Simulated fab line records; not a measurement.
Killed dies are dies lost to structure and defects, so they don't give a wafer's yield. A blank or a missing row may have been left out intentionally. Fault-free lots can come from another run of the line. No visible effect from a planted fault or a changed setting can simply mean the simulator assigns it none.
fab line records | flow n5-finfet
record lots=24 wafers=72 last-day=17
route steps=1938 shown BEOL_M1@816 BEOL_M2@857
lots that met no fault: taken from a fault-free run of the same line
start-h: hours from the record's first day to the start of the lot's first wafer shown | wait-h: time in hours since the lot's previous step | " unchanged from the row above | L1.1+2: one row covering several wafers at once | - value missing, or start not given | * or withheld: withheld | < > ~ a bound
route shown NAME@n: NAME is a module with steps in the file, n the number in the route of the first one | usual: mean/standard deviation of fault-free wafers | same: alike in all rows | chamber/n: place in a boat | sites: each site's reading | _std_site: standard deviation of those values | _edge_site: mean of outer sites minus mean of inner sites | radius-mm: how far each site lies from the wafer's centre | mask NAME#n: copy n | behind: the most recent tool/chamber to have shaped the wafer | hold: what put the lot on hold/how long, in hours/how the hold closed | device: the transistor (n, p or np) that didn't switch | end of line: tests run on the same wafers once the route is complete | for a step that has no rows: nothing shown but its recipe | killed: dies that structure and defects cost at the first sort, which is not the same as the wafer's yield | map: the dies of a wafer, with x for killed, . for not killed, _ for no die there
set.NAME: the setting as run; set.NAME@STEP: as run at that earlier step | model.NAME: the simulator's own value behind a step, which no gauge read
the route's steps for a sample of lots (tables are steps, rows are wafers)
services: from which hour (start-h, from the record's first day; less than 0 if before it) a tool's chamber was out of use, for how many hours, and why
## steps
# step N5_BEOL_M1_SPUTTER_79
# recipe material=Cu target-thk-a=45 temp-c=-20 chamber-pressure-pa=0.07 power-w=withheld time-s=8.29
# usual throttle-valve-pct=29.7/0.93
# columns lot.wafer tool chamber start-h wait-h throttle-valve-pct
L074.1 pvd-sputter-03 - 126.38 0.1 29.8
L074.2 " - " " 29.4
L074.4 " - " " 27.7
L075.3 pvd-sputter-01 - 141.69 0.1 28.5
L075.4 " - " " 30.6
L075.6 " - " " 28.4
L076.1 pvd-sputter-03 - 141.91 0.1 30.6
L076.2 " - " " 29.6
L076.4 " - " " 27.4
L077.1 pvd-sputter-01 - 148.00 0.1 30.2
L077.2 " - " " 29.9
L077.5 " - " " 28.6
L078.2 pvd-sputter-03 - 154.40 0.1 29.7
L078.3 " - " " 30.6
L078.5 " - " " 30.8
L079.1 pvd-sputter-02 - 158.94 0.1 31.2
L079.2 " - " " 28.9
L079.6 " - " " 31.0
L080.1 pvd-sputter-01 - 164.05 0.1 29.9
L080.2 " - " " 30.6
L080.4 " - " " 30.3
L081.2 pvd-sputter-01 - 170.29 0.1 28.6
L081.3 " - " " 30.7
L081.6 " - " " 28.6
L082.1 pvd-sputter-03 - 173.05 0.1 29.9
L082.2 " - " " 29.9
L082.6 " - " " 30.3
L083.1 pvd-sputter-01 - 179.94 0.1 30.4
L083.2 " - " " 30.0
L083.5 " - " " 30.3
L084.2 pvd-sputter-01 - 185.87 0.1 30.2
L084.4 " - " " 30.4
L084.5 " - " " 30.8
L085.1 pvd-sputter-02 - 197.71 0.1 31.1
L085.3 " - " " 28.5
L085.5 " - " " 31.2
L086.1 pvd-sputter-02 - 201.77 0.1 29.0
L086.4 " - " " 29.7
L086.5 " - " " 31.1
L087.1 pvd-sputter-03 - 204.90 0.1 29.8
L087.4 " - " " 29.7
L087.5 " - " " 29.7
L088.1 pvd-sputter-01 - 213.29 0.1 28.7
L088.3 " - " " 30.3
L088.6 " - " " 30.2
L089.3 pvd-sputter-02 - 217.04 0.1 28.6
L089.4 " - " " 31.0
L089.6 " - " " 28.6
L090.4 pvd-sputter-03 - 226.10 0.1 27.7
L090.5 " - " " 29.9
L090.6 " - " " 29.8
L091.2 pvd-sputter-03 - 228.65 0.1 29.7
L091.3 " - " " 30.5
L091.5 " - " " 29.8
L092.2 pvd-sputter-02 - 232.48 0.1 28.9
L092.4 " - " " 29.6
L092.5 " - " " 28.9
L093.1 pvd-sputter-01 - 239.09 0.1 30.2
L093.5 " - " " 30.7
L093.6 " - " " 30.1
L094.2 pvd-sputter-03 - 252.25 0.1 30.6
L094.4 " - " " 27.7
L094.6 " - " " 29.7
L095.1 pvd-sputter-02 - 253.23 0.1 29.6
L095.3 " - " " 29.3
L095.5 " - " " 29.0
L097.2 pvd-sputter-03 - 263.90 0.1 30.6
L097.3 " - " " 29.5
L097.4 " - " " 27.9
L096.2 pvd-sputter-02 - 264.28 0.1 28.9
L096.4 " - " " 31.0
L096.6 " - " " 29.5
# step N5_BEOL_M1_THK_MEAS_53
# recipe thk-meas-gauge=xrf reads=Cu_of_BEOL_M1_ECD_50
# usual M1_THK=40.2/1.8
# columns lot.wafer tool chamber start-h wait-h M1_THK[nm]
L074.1 film-metro-01 - 128.71 - 41.8
L074.2 " - " " 41.0
L074.4 " - " " 42.2
L075.3 film-metro-01 - 144.02 - 39.6
L075.4 " - " " 40.4
L075.6 " - " " 37.9
L076.1 film-metro-01 - 144.29 - 36.7
L076.2 " - " " 35.4
L076.4 " - " " 39.1
L077.1 film-metro-02 - 150.32 - 39.3
L077.2 " - " " 41.5
L077.5 " - " " 40.8
L078.2 film-metro-02 - 156.75 - 40.5
L078.3 " - " " 38.4
L078.5 " - " " 42.1
L079.1 film-metro-02 - 161.27 - 41.6
L079.2 " - " " 39.1
L079.6 " - " " 39.1
L080.1 film-metro-01 - 166.48 - 38.0
L080.2 " - " " 40.0
L080.4 " - " " 41.6
L081.2 film-metro-02 - 172.63 - 40.0
L081.3 " - " " 40.9
L081.6 " - " " 42.0
L082.1 film-metro-02 - 175.38 - 40.0
L082.2 " - " " 38.8
L082.6 " - " " 38.4
L083.1 film-metro-02 - 182.27 - 40.7
L083.2 " - " " 41.0
L083.5 " - " " 41.7
L084.2 film-metro-02 - 188.20 - 39.8
L084.4 " - " " 40.9
L084.5 " - " " 39.0
L085.1 film-metro-01 - 200.04 - 36.6
L085.3 " - " " 38.6
L085.5 " - " " 38.4
L086.1 film-metro-02 - 204.10 - 41.0
L086.4 " - " " 40.1
L086.5 " - " " 39.2
L087.1 film-metro-01 - 207.24 - 39.8
L087.4 " - " " 40.4
L087.5 " - " " 41.4
L088.1 film-metro-02 - 215.62 - 38.8
L088.3 " - " " 43.3
L088.6 " - " " 42.0
L089.3 film-metro-01 - 219.46 - 39.8
L089.4 " - " " 41.5
L089.6 " - " " 40.3
L090.4 film-metro-01 - 228.43 - 38.5
L090.5 " - " " 40.2
L090.6 " - " " 41.4
L091.2 film-metro-01 - 230.98 - 39.3
L091.3 " - " " 40.6
L091.5 " - " " 39.9
L092.2 film-metro-02 - 235.42 - 40.1
L092.4 " - " " 42.5
L092.5 " - " " 43.8
L093.1 film-metro-02 - 241.42 - 40.2
L093.5 " - " " 40.7
L093.6 " - " " 36.9
L094.2 film-metro-01 - 254.60 0.2 38.4
L094.4 " - " " 42.6
L094.6 " - " " 40.6
L095.1 film-metro-01 - 255.57 - 40.6
L095.3 " - " " 38.9
L095.5 " - " " 42.5
L097.2 film-metro-01 - 266.23 - 40.8
L097.3 " - " " 40.2
L097.4 " - " " 39.9
L096.2 film-metro-02 - 266.61 - 38.4
L096.4 " - " " 43.2
L096.6 " - " " 42.8
# step N5_BEOL_M1_CO_CAP_55
# recipe material=Co target-thk-a=20 temp-c=200 precursor=CCTBA/H2 pressure-torr=30 time-s=102.1
# usual heater-power-w=230/16
# columns lot.wafer tool chamber start-h wait-h heater-power-w
L074.1 cvd-co-02 2 128.80 0.0 240
L074.2 " 1 " " 211
L074.4 " 2 " " 244
L075.3 cvd-co-02 2 144.09 0.0 242
L075.4 " 1 " " 211
L075.6 " 2 " " 242
L076.1 cvd-co-02 2 144.36 0.0 239
L076.2 " 0 " " 256
L076.4 " 0 " " 243
L077.1 cvd-co-02 1 150.40 0.0 211
L077.2 " 2 " " 243
L077.5 " 1 " " 211
L078.2 cvd-co-02 2 156.82 0.0 240
L078.3 " 0 " " 262
L078.5 " 2 " " 240
L079.1 cvd-co-02 0 161.36 0.0 251
L079.2 " 1 " " 214
L079.6 " 1 " " 213
L080.1 cvd-co-01 2 166.55 0.0 219
L080.2 " 1 " " 236
L080.4 " 2 " " 221
L081.2 cvd-co-02 2 172.85 0.0 242
L081.3 " 1 " " 210
L081.6 " 2 " " 244
L082.1 cvd-co-02 2 175.48 0.0 244
L082.2 " 1 " " 218
L082.6 " 2 " " 239
L083.1 cvd-co-02 0 182.35 0.0 258
L083.2 " 1 " " 209
L083.5 " 0 " " 249
L084.2 cvd-co-01 0 188.27 0.0 215
L084.4 " 1 " " 242
L084.5 " 0 " " 209
L085.1 cvd-co-01 0 200.12 0.0 209
L085.3 " 1 " " 228
L085.5 " 1 " " 242
L086.1 cvd-co-02 2 204.18 0.0 235
L086.4 " 0 " " 260
L086.5 " 2 " " 241
L087.1 cvd-co-01 1 207.32 0.0 229
L087.4 " 2 " " 221
L087.5 " 1 " " 239
L088.1 cvd-co-02 1 215.69 0.0 206
L088.3 " 0 " " 258
L088.6 " 2 " " 238
L089.3 cvd-co-02 2 219.53 0.0 239
L089.4 " 2 " " 248
L089.6 " 0 " " 251
L090.4 cvd-co-01 2 228.92 0.0 222
L090.5 " 1 " " 242
L090.6 " 0 " " 217
L091.2 cvd-co-02 1 231.05 0.0 212
L091.3 " 2 " " 245
L091.5 " 0 " " 255
L092.2 cvd-co-01 0 235.50 0.0 210
L092.4 " 0 " " 213
L092.5 " 1 " " 238
L093.1 cvd-co-02 0 241.50 0.0 254
L093.5 " 0 " " 248
L093.6 " 2 " " 238
L094.2 cvd-co-01 1 254.67 0.0 236
L094.4 " 0 " " 213
L094.6 " 2 " " 215
L095.1 cvd-co-01 0 255.95 0.0 203
L095.3 " 2 " " 221
L095.5 " 2 " " 220
L097.2 cvd-co-02 2 266.30 0.0 243
L097.3 " 0 " " 249
L097.4 " 0 " " 256
L096.2 cvd-co-02 0 266.68 0.0 255
L096.4 " 0 " " 252
L096.6 " 1 " " 208
# step N5_BEOL_M2_DESCUM_16
# recipe chemistry=O2 time-s=7 source-power-w=50 bias-power-w=20 pressure-mtorr=20 rf-frequency-hz=2.712e+07 temp-c=40 resist=CAR-EUV o2-flow-sccm=225
# usual drypump-motor-current-A=5.7/0.45 oes-product-au=0.78/0.087 rf-vpp-V=243.7/1.6 showerhead-plenum-p-Torr=2.12/0.083 throttle-valve-pct=20.41/0.23
# columns lot.wafer tool chamber start-h wait-h drypump-motor-current-A oes-product-au rf-hours-counter-h rf-vpp-V showerhead-plenum-p-Torr throttle-valve-pct
L074.1 rie-diel-04 0 129.79 0.0 5.5 0.90 23 244.5 2.23 20.32
L074.2 " 3 " " 5.0 0.73 187 242.3 1.99 20.45
L074.4 " 2 " " 5.1 0.84 48 244.7 2.18 19.93
L075.3 rie-diel-04 0 145.57 0.3 5.5 0.89 29 245.6 2.22 20.34
L075.4 " 2 " " 5.1 0.84 53 245.2 2.18 19.96
L075.6 " 1 " " 5.9 0.91 - 241.2 2.05 20.30
L076.1 rie-diel-01 0 145.60 0.2 6.5 0.85 58 243.5 2.16 20.44
L076.2 " 1 " " 5.7 0.71 185 240.2 2.01 20.46
L076.4 " 3 " " 5.7 0.74 - 245.3 2.14 20.22
L077.1 rie-diel-03 0 152.49 0.0 6.2 0.73 171 244.7 2.18 20.72
L077.2 " 2 " " 6.0 0.80 136 241.9 2.00 20.32
L077.5 " 3 " " 5.6 0.70 - 245.0 2.13 20.63
L078.2 rie-diel-01 3 160.11 0.1 5.7 0.73 180 244.7 2.14 20.23
L078.3 " 2 " " 5.0 0.99 3 246.2 2.22 20.39
L078.5 " 3 " " 5.7 0.73 - 244.6 2.14 20.24
L079.1 rie-diel-03 1 162.41 0.0 5.2 0.90 47 245.2 2.22 20.04
L079.2 " 2 " " 6.0 0.78 140 240.8 2.00 20.32
L079.6 " 3 " " 5.6 0.70 - 242.6 2.13 20.66
L080.1 rie-diel-01 2 167.81 0.3 5.0 0.98 6 245.1 2.22 20.37
L080.2 " 1 " " 5.7 0.72 192 242.6 2.00 20.47
L080.4 " 0 " " 6.5 0.84 65 243.8 2.16 20.45
L081.2 rie-diel-03 3 177.25 0.0 5.6 0.69 202 244.3 2.13 20.66
L081.3 " 1 " " 5.2 0.89 53 244.9 2.21 20.05
L081.6 " 1 " " 5.2 0.90 - 244.1 2.21 20.06
L082.1 rie-diel-03 2 177.51 0.0 6.0 0.76 146 240.5 2.00 20.34
L082.2 " 1 " " 5.2 0.88 53 244.6 2.21 20.05
L082.6 " 1 " " 5.2 0.88 - 244.3 2.21 20.07
L083.1 rie-diel-01 1 184.24 0.0 5.7 0.70 199 240.8 2.00 20.46
L083.2 " 0 " " 6.5 0.83 71 244.3 2.16 20.47
L083.5 " 2 " " 5.1 0.95 - 245.7 2.22 20.40
L084.2 rie-diel-03 2 189.71 0.5 6.0 0.77 152 241.3 1.99 20.32
L084.4 " 2 " " 6.0 0.76 - 240.5 1.99 20.34
L084.5 " 0 " " 6.3 0.72 - 245.2 2.17 20.77
L085.1 rie-diel-03 0 202.06 0.8 6.3 0.71 193 243.0 2.17 20.76
L085.3 " 3 " " 5.6 0.68 212 244.2 2.12 20.68
L085.5 " 2 " " 6.0 0.76 - 240.0 1.99 20.35
L086.1 rie-diel-03 2 206.07 0.2 6.0 0.77 163 240.2 1.99 20.36
L086.4 " 3 " " 5.6 0.68 215 245.2 2.12 20.68
L086.5 " 1 " " 5.2 0.87 - 245.4 2.21 20.07
L087.1 rie-diel-03 2 208.87 0.3 6.0 0.76 164 243.2 1.99 20.36
L087.4 " 0 " " 6.2 0.71 197 245.4 2.17 20.76
L087.5 " 0 " " 6.3 0.71 - 245.3 2.17 20.77
L088.1 rie-diel-03 1 216.98 0.1 5.2 0.88 69 245.6 2.21 20.08
L088.3 " 3 " " 5.7 0.68 221 243.9 2.12 20.68
L088.6 " 2 " " 6.0 0.77 - 241.9 1.99 20.36
L089.3 rie-diel-01 3 221.55 0.6 5.6 0.72 207 245.9 2.13 20.25
L089.4 " 2 " " 5.0 0.90 31 244.8 2.21 20.42
L089.6 " 0 " " 6.5 0.81 - 243.0 2.15 20.49
L090.4 rie-diel-03 0 231.66 0.7 6.3 0.69 209 243.7 2.16 20.78
L090.5 " 1 " " 5.2 0.86 - 245.9 2.20 20.08
L090.6 " 0 " " 6.3 0.69 - 243.3 2.16 20.77
L091.2 rie-diel-03 0 232.68 0.4 6.2 0.70 210 245.8 2.16 20.79
L091.3 " 3 " " 5.6 0.67 229 245.0 2.12 20.70
L091.5 " 2 " " 6.0 0.76 - 241.1 1.99 20.37
L092.2 rie-diel-01 3 238.32 0.1 5.7 0.71 215 244.0 2.12 20.27
L092.4 " 0 " " 6.5 0.82 98 244.1 2.15 20.50
L092.5 " 1 " " 5.7 0.69 - 241.1 1.99 20.52
L093.1 rie-diel-03 1 242.82 0.4 5.2 0.84 82 245.0 2.20 20.09
L093.5 " 2 " " 6.0 0.75 - 241.8 1.98 20.40
L093.6 " 1 " " 5.1 0.84 - 247.0 2.20 20.10
L094.2 rie-diel-01 2 256.08 0.0 5.1 0.89 47 245.3 2.21 20.44
L094.4 " 3 " " 5.7 0.70 224 243.9 2.12 20.30
L094.6 " 0 " " 6.5 0.80 - 243.8 2.15 20.51
L095.1 rie-diel-04 2 257.16 0.0 5.1 0.82 67 244.8 2.17 19.97
L095.3 " 3 " " 5.0 0.71 207 241.9 1.99 20.50
L095.5 " 1 " " 5.8 0.89 - 241.4 2.04 20.32
L097.2 rie-diel-01 1 269.88 0.0 5.8 0.68 239 240.8 1.99 20.52
L097.3 " 2 " " 5.1 0.88 52 245.7 2.21 20.46
L097.4 " 3 " " 5.7 0.70 228 245.5 2.12 20.31
L096.2 rie-diel-03 0 269.98 0.0 6.3 0.68 225 243.0 2.16 20.81
L096.4 " 3 " " 5.6 0.66 246 245.1 2.11 20.71
L096.6 " 0 " " 6.3 0.68 - 243.9 2.16 20.81
# step N5_BEOL_M2_STRIP_66
# recipe chemistry=CF4 resist=SiARC power-w=300 bias-power-w=75 pressure-mtorr=50 cf4-flow-sccm=150 rf-frequency-hz=6e+07
# usual drypump-motor-current-A=5.7/0.45 oes-product-au=0.77/0.081 rf-vpp-V=271.9/1.8 showerhead-plenum-p-Torr=1.83/0.077 throttle-valve-pct=13.66/0.27
# columns lot.wafer tool chamber start-h wait-h drypump-motor-current-A oes-product-au rf-hours-counter-h rf-vpp-V showerhead-plenum-p-Torr throttle-valve-pct
L074.1 rie-diel-04 0 130.00 0.0 5.6 0.89 23 274.8 1.91 13.52
L074.2 " 3 " " 5.0 0.70 187 270.0 1.72 13.71
L074.4 " 2 " " 5.1 0.82 48 274.7 1.90 13.30
L075.3 rie-diel-04 0 145.78 0.0 5.6 0.87 29 275.4 1.91 13.54
L075.4 " 2 " " 5.1 0.82 53 271.0 1.90 13.30
L075.6 " 1 " " 5.8 0.91 - 270.1 1.73 13.27
L076.1 rie-diel-01 0 145.81 0.0 6.5 0.82 58 272.1 1.82 13.29
L076.2 " 1 " " 5.7 0.72 185 268.9 1.72 13.58
L076.4 " 3 " " 5.7 0.74 - 272.2 1.85 13.61
L077.1 rie-diel-03 0 152.71 0.0 6.3 0.72 171 271.3 1.86 13.87
L077.2 " 2 " " 6.0 0.77 136 269.0 1.73 13.55
L077.5 " 3 " " 5.6 0.69 - 273.2 1.88 14.15
L078.2 rie-diel-01 3 160.33 0.0 5.7 0.74 180 273.6 1.85 13.60
L078.3 " 2 " " 5.1 0.97 3 273.4 1.93 13.56
L078.5 " 3 " " 5.7 0.73 - 272.5 1.85 13.61
L079.1 rie-diel-03 1 162.62 0.0 5.2 0.86 47 273.4 1.92 13.40
L079.2 " 2 " " 6.0 0.77 140 268.7 1.73 13.54
L079.6 " 3 " " 5.6 0.69 - 272.9 1.88 14.16
L080.1 rie-diel-01 2 168.02 0.0 5.1 0.97 6 274.1 1.93 13.56
L080.2 " 1 " " 5.8 0.72 192 269.3 1.71 13.60
L080.4 " 0 " " 6.5 0.82 65 272.0 1.82 13.29
L081.2 rie-diel-03 3 177.47 0.0 5.6 0.68 202 271.7 1.88 14.19
L081.3 " 1 " " 5.1 0.86 53 274.2 1.92 13.41
L081.6 " 1 " " 5.2 0.86 - 272.0 1.92 13.42
L082.1 rie-diel-03 2 177.73 0.0 6.0 0.76 146 271.3 1.72 13.56
L082.2 " 1 " " 5.2 0.86 53 273.2 1.92 13.41
L082.6 " 1 " " 5.2 0.86 - 272.6 1.92 13.42
L083.1 rie-diel-01 1 184.45 0.0 5.7 0.71 199 268.9 1.71 13.61
L083.2 " 0 " " 6.5 0.81 71 271.3 1.82 13.32
L083.5 " 2 " " 5.0 0.95 - 273.9 1.93 13.58
L084.2 rie-diel-03 2 189.92 0.0 6.0 0.75 153 270.0 1.72 13.55
L084.4 " 2 " " 6.0 0.76 - 270.1 1.72 13.57
L084.5 " 0 " " 6.3 0.71 - 273.4 1.86 13.91
L085.1 rie-diel-03 0 202.28 0.0 6.3 0.70 193 273.2 1.86 13.92
L085.3 " 3 " " 5.6 0.68 212 272.5 1.88 14.20
L085.5 " 2 " " 6.0 0.75 - 268.4 1.72 13.59
L086.1 rie-diel-03 2 206.28 0.0 6.0 0.75 163 268.6 1.72 13.60
L086.4 " 3 " " 5.6 0.67 215 271.8 1.88 14.22
L086.5 " 1 " " 5.1 0.84 - 273.1 1.91 13.44
L087.1 rie-diel-03 2 209.08 0.0 6.0 0.75 164 268.5 1.72 13.61
L087.4 " 0 " " 6.3 0.70 197 273.8 1.85 13.93
L087.5 " 0 " " 6.2 0.70 - 272.8 1.85 13.93
L088.1 rie-diel-03 1 217.20 0.0 5.2 0.84 70 271.8 1.91 13.44
L088.3 " 3 " " 5.6 0.67 221 270.9 1.87 14.20
L088.6 " 2 " " 6.0 0.75 - 269.8 1.72 13.60
L089.3 rie-diel-01 3 221.76 0.0 5.7 0.71 207 272.0 1.84 13.68
L089.4 " 2 " " 5.1 0.90 31 273.1 1.92 13.62
L089.6 " 0 " " 6.5 0.78 - 272.8 1.82 13.35
L090.4 rie-diel-03 0 231.87 0.0 6.3 0.70 209 274.4 1.85 13.94
L090.5 " 1 " " 5.2 0.83 - 273.4 1.91 13.47
L090.6 " 0 " " 6.3 0.70 - 272.6 1.85 13.96
L091.2 rie-diel-03 0 232.89 0.0 6.3 0.70 210 273.0 1.85 13.96
L091.3 " 3 " " 5.6 0.68 229 271.5 1.87 14.25
L091.5 " 2 " " 6.0 0.73 - 270.0 1.72 13.64
L092.2 rie-diel-01 3 238.53 0.0 5.7 0.71 215 271.3 1.84 13.70
L092.4 " 0 " " 6.5 0.78 98 271.6 1.81 13.38
L092.5 " 1 " " 5.7 0.70 - 269.8 1.71 13.65
L093.1 rie-diel-03 1 243.03 0.0 5.1 0.82 82 273.1 1.91 13.48
L093.5 " 2 " " 6.0 0.73 - 268.4 1.71 13.65
L093.6 " 1 " " 5.2 0.82 - 273.3 1.91 13.49
L094.2 rie-diel-01 2 256.30 0.0 5.0 0.88 47 273.1 1.92 13.66
L094.4 " 3 " " 5.7 0.70 224 272.2 1.84 13.69
L094.6 " 0 " " 6.5 0.77 - 272.7 1.81 13.39
L095.1 rie-diel-04 2 257.37 0.0 5.1 0.80 67 273.1 1.89 13.35
L095.3 " 3 " " 5.0 0.70 207 267.7 1.72 13.74
L095.5 " 1 " " 5.8 0.88 - 268.7 1.73 13.30
L097.2 rie-diel-01 1 270.09 0.0 5.8 0.69 239 269.2 1.70 13.69
L097.3 " 2 " " 5.0 0.87 52 273.2 1.91 13.69
L097.4 " 3 " " 5.7 0.70 228 273.8 1.84 13.72
L096.2 rie-diel-03 0 270.19 0.0 6.3 0.68 225 270.9 1.85 14.00
L096.4 " 3 " " 5.6 0.66 246 273.4 1.87 14.28
L096.6 " 0 " " 6.3 0.68 - 272.3 1.85 13.99
# step N5_BEOL_M2_CD_MEAS_28
# recipe target-cd-nm=26.2 landing-energy-ev=500 detector=se-inlens target-cd-y-nm=24.1 polarity=opening
# usual cd-nm=26.28/0.25
# columns lot.wafer tool chamber start-h wait-h cd-nm
L074.1 cd-sem-01 0 130.67 - 26.50
L074.2 " 0 " " 26.43
L074.4 " 0 " " 26.70
L075.3 cd-sem-02 0 146.33 - 26.52
L075.4 " 0 " " 26.02
L075.6 " 0 " " 26.65
L076.1 cd-sem-01 0 146.51 - 26.48
L076.2 " 0 " " 26.07
L076.4 " 0 " " 26.30
L077.1 cd-sem-01 0 153.25 - 26.25
L077.2 " 0 " " 25.85
L077.5 " 0 " " 26.55
L078.2 cd-sem-02 0 160.87 - 26.29
L078.3 " 0 " " 26.41
L078.5 " 0 " " 26.30
L079.1 cd-sem-02 0 163.28 - 26.15
L079.2 " 0 " " 26.95
L079.6 " 0 " " 26.60
L080.1 cd-sem-03 0 168.59 - 26.39
L080.2 " 0 " " 26.38
L080.4 " 0 " " 25.95
L081.2 cd-sem-03 0 178.13 - 26.23
L081.3 " 0 " " 26.55
L081.6 " 0 " " 25.75
L082.1 cd-sem-01 0 178.44 - 25.86
L082.2 " 0 " " 26.20
L082.6 " 0 " " 25.90
L083.1 cd-sem-01 0 185.31 - 26.21
L083.2 " 0 " " 26.03
L083.5 " 0 " " 26.13
L084.2 cd-sem-03 0 190.64 - 25.95
L084.4 " 0 " " 25.97
L084.5 " 0 " " 26.07
L085.1 cd-sem-01 0 202.83 - 25.82
L085.3 " 0 " " 26.25
L085.5 " 0 " " 26.52
L086.1 cd-sem-03 0 206.84 - 26.44
L086.4 " 0 " " 26.39
L086.5 " 0 " " 26.50
L087.1 cd-sem-02 0 209.84 - 26.41
L087.4 " 0 " " 26.15
L087.5 " 0 " " 26.03
L088.1 cd-sem-02 0 217.74 - 26.52
L088.3 " 0 " " 26.54
L088.6 " 0 " " 26.87
L089.3 cd-sem-03 0 222.46 - 26.55
L089.4 " 0 " " 25.95
L089.6 " 0 " " 26.45
L090.4 cd-sem-01 0 232.56 - 26.13
L090.5 " 0 " " 26.62
L090.6 " 0 " " 26.39
L091.2 cd-sem-02 0 233.56 - 26.52
L091.3 " 0 " " 26.27
L091.5 " 0 " " 25.70
L092.2 cd-sem-03 0 239.44 - 26.27
L092.4 " 0 " " 26.54
L092.5 " 0 " " 25.97
L093.1 cd-sem-01 0 243.70 - 26.46
L093.5 " 0 " " 26.59
L093.6 " 0 " " 26.45
L094.2 cd-sem-02 0 257.00 - 26.14
L094.4 " 0 " " 26.37
L094.6 " 0 " " 26.23
L095.1 cd-sem-03 0 258.00 - 26.06
L095.3 " 0 " " 26.27
L095.5 " 0 " " 26.14
L097.2 cd-sem-02 0 270.78 - 26.21
L097.3 " 0 " " 26.16
L097.4 " 0 " " 26.07
L096.2 cd-sem-01 0 270.83 - 26.16
L096.4 " 0 " " 26.12
L096.6 " 0 " " 26.20
## services
# columns tool chamber start-h hours kind
cvd-co-01 1 114.76 - clean
cvd-co-01 1 114.76 22.0 scheduled-down
cvd-co-01 1 114.76 22.0 vent-cycle
rie-diel-01 1 119.12 7.1 repair
cvd-co-02 0 123.49 17.2 repair
rie-diel-01 2 133.21 - clean
rie-diel-01 2 133.21 - consumable-replace:focus-ring
rie-diel-01 2 133.21 - consumable-replace:showerhead
rie-diel-01 2 133.21 16.2 scheduled-down
rie-diel-01 2 133.21 16.2 vent-cycle
rie-diel-03 0 159.33 1.3 repair
cvd-co-02 0 174.69 6.3 repair
rie-diel-04 - 180.48 69.8 repair
rie-diel-03 1 185.26 8.8 repair
rie-diel-03 3 194.43 6.1 repair
cvd-co-01 - 219.58 0.3 repair
cvd-co-02 - 221.99 6.9 pm
cvd-co-02 - 264.23 0.8 repair
## key
fault none
